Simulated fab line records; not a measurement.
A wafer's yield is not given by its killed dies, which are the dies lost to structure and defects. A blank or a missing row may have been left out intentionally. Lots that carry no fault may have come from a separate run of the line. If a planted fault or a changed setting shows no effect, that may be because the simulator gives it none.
Struck lot and sound lot, side by side | flow n5-finfet | 33 steps out of a route of 1938
Sound: the wafers L137.1, L137.4, L137.6. Struck: wafers L128.1, L128.3, L128.5. The cause is named last.
For every step that has rows: the tool of each side, followed by ch and its chambers, followed by its first start. Under that, the readings that differ: sound wafers | struck wafers | difference of the means | sigmas: that difference in standard deviations of wafers without a fault.
alike: words and numbers the same on both sides, and readings whose means are apart by under 2 such deviations; not compared: readings that were withheld, readings missing a value for some wafer, numbers with overlapping values and no deviation given by the record, and bounds like >300 which may hide the same value.
A row with sigmas, a row that says differs or no value, or rows on one side alone: a step with any of these is where the two part. When numbers do not overlap yet have no deviation, they are printed without sigmas and do not part them. A reading missing from all wafers of one side parts the sides only when that side holds two or more wafers.

first, 1 step without rows for these wafers: N5_BEOL_M12_PRE_CLEAN_42 (time 30 s).
N5_BEOL_M12_SPUTTER_43: material TaN, target thk 15 nm, time 24.19 s.
  sound on pvd-sputter-02, day 15 12:49; struck on pvd-sputter-03, day 12 02:56
  alike: throttle-valve-pct
then, 3 steps without rows for these wafers: N5_BEOL_M12_SPUTTER_44 (material Ta, target thk 10 nm, time 16.13 s); N5_BEOL_M12_SPUTTER_45 (material Cu, target thk 80 nm, time 13.33 s); N5_BEOL_M12_ECD_47 (material Cu, target thk 720 nm).
N5_BEOL_M12_ANNEAL_48: time 90 s.
  sound on rtp-anneal-02 ch 0, day 15 13:20; struck on rtp-anneal-01 ch 0, day 12 03:38
  alike: wafer_temp_C_max
N5_BEOL_M12_CMP_49: polishes, stops on SiOC, t overpolish 20.6 s, target thk 320 nm.
  sound on cmp-01 ch 1,2,3, day 15 13:38; struck on cmp-04 ch 0,1,3, day 12 04:14
  alike: barrier-field-endpoint-s, motor-current-A, overpolish-run-s, slurry-flow-ml-min
N5_BEOL_M12_THK_MEAS_50: measures by xrf.
  sound on film-metro-02, day 15 13:55; struck on film-metro-01, day 12 04:29
  alike: M12_THK
then, 2 steps without rows for these wafers: N5_BEOL_M12_PRE_CLEAN_52 (time 15 s); N5_BEOL_M12_DEP_53 (deposits SiCN from 3MS/NH3, target thk 30 nm, time 10.5 s).
N5_BEOL_M12_RS_MEAS_54: measurement is done with a four-point probe.
  sound on film-metro-01, day 15 14:03; struck on film-metro-01, day 12 04:37
  alike: M12_RS
N5_BEOL_M12_INSPECT_55: inspects for defects (darkfield).
  sound on defect-inspect-01, day 15 14:04; struck on defect-inspect-02, day 12 04:38
  alike: raw-defect-count
N5_BEOL_M13_ILD_DEP_00: deposits SiOC from DEMS/O2, target thk 837.92 nm, time 166.4 s.
  sound on pecvd-02 ch 0,2, day 15 14:07; struck on pecvd-02 ch 0,2, day 12 04:41
  no value came back on the struck wafers for any of 5 readings (chamber-pressure-Torr (Torr), heater-power-outer-w (W) and others); on the sound wafers chamber-pressure-Torr (Torr) reads 4.983 5.007 4.990
then, 8 steps without rows for these wafers: N5_BEOL_M13_COAT_58 (time 60 s, resist thk 89 nm); N5_BEOL_M13_COAT_04 (resist thk 400 nm); N5_BEOL_M13_EBR_06; N5_BEOL_M13_SOFTBAKE_05 (time 60 s); N5_BEOL_M13_EXPOSE_07 (exposes mask V12); N5_BEOL_M13_PEB_08 (peb time 90 s); N5_BEOL_M13_DEVELOP_09 (develop time 45 s); N5_BEOL_M13_HARDBAKE_14 (time 120 s).
N5_BEOL_M13_CD_MEAS_10: the cd target is 190 nm.
  sound on cd-sem-01 ch 0, day 15 14:34; struck on cd-sem-03 ch 0, day 12 05:16
  alike: cd-nm
N5_BEOL_M13_OVL_MEAS_11:
  sound on overlay-01 ch 0, day 15 14:36; struck on overlay-01 ch 0, day 12 05:17
  alike: V12_OVL
N5_BEOL_M13_INSPECT_12: inspects for defects (macro).
  sound on defect-inspect-01, day 15 14:37; struck on defect-inspect-01, day 12 05:19
  alike: raw-defect-count
N5_BEOL_M13_DESCUM_15: chemistry O2, time 7.9 s.
  sound on rie-diel-06 ch 0,3, day 15 14:40; struck on rie-diel-01 ch 2,3, day 12 05:38
  reading                         | sound          | struck         | difference | sigmas
  showerhead-plenum-p-Torr (Torr) | 1.98 1.91 1.91 | 2.19 2.08 2.19 | +0.22      | +2
  alike: drypump-motor-current-A, oes-product-au, rf-vpp-V, temp-c, throttle-valve-pct
  not compared: rf-hours-counter-h
then, 1 step without rows for these wafers: N5_BEOL_M13_ETCH_59 (etches BARC in N2/H2, target depth 89 nm, overetch 26.7 nm, time 67.9 s).
N5_BEOL_M13_VIA_ETCH_16: etches SiOC in C4F8/O2/Ar, target depth 921.7 nm.
  sound on rie-diel-06 ch 0,3, day 15 14:44; struck on rie-diel-01 ch 2,3, day 12 05:43
  reading                                    | sound             | struck          | difference | sigmas
  oes-product-au (a.u.)                      | 0.65 0.66 0.66    | 0.27 0.28 0.27  | -0.38      | -5
  showerhead-plenum-p-Torr (Torr)            | 3.25 3.16 3.16    | 3.52 3.41 3.52  | +0.29      | +2
  model.etch.depth-nm (nm)                   | 844.3 832.8 855.1 | 0 0 0           | -844       |
  model.coat_of_BEOL_M13_COAT_04.thk-nm (nm) | 68.6 70.4 65.2    | 314.4 312.2 315 | +245.8     |
  alike: drypump-motor-current-A, mfc-ar-sccm, rf-vpp-V, throttle-valve-pct
N5_BEOL_M13_STRIP_63: strips in N2/H2.
  sound on plasma-asher-01 ch 1, day 15 14:59; struck on plasma-asher-02 ch 0,1, day 12 05:58
  reading                      | sound             | struck            | difference | sigmas
  oes-product-au (a.u.)        | 0.667 0.681 0.678 | 0.860 0.852 0.856 | +0.181     | +37
  strip-time-to-endpoint-s (s) | 27.3 27.8 26.2    | 91.6 91.1 91.8    | +64.4      | +54
  alike: drypump-motor-current-A, heater-power-w, temp-c
  not compared: rf-hours-counter-h
N5_BEOL_M13_STRIP_64: strips in N2/H2.
  sound on plasma-asher-01 ch 1, day 15 15:02; struck on plasma-asher-02 ch 0,1, day 12 06:01
  alike: drypump-motor-current-A, heater-power-w, oes-product-au, strip-time-to-endpoint-s, temp-c
  not compared: rf-hours-counter-h
then, 2 steps without rows for these wafers: N5_BEOL_M13_STRIP_71 (strips in post etch residue remover, time 60 s); N5_BEOL_M13_SRD_72 (time 30 s, dry time 30 s).
N5_BEOL_M13_CD_MEAS_17: the cd target is 190 nm.
  sound on cd-sem-02, day 15 15:11; struck on cd-sem-01, day 12 06:10
  reading    | sound             | struck | difference                    | sigmas
  cd-nm (nm) | 192.7 188.0 189.2 | - - -  | no value on the struck wafers |
then, 1 step without rows for these wafers: N5_BEOL_M13_COAT_65 (time 60 s, resist thk 350 nm).

## WHERE THEY PART
First at N5_BEOL_M13_ILD_DEP_00; last, within this record, at N5_BEOL_M13_CD_MEAS_17.

WHY: the cause the simulator had injected
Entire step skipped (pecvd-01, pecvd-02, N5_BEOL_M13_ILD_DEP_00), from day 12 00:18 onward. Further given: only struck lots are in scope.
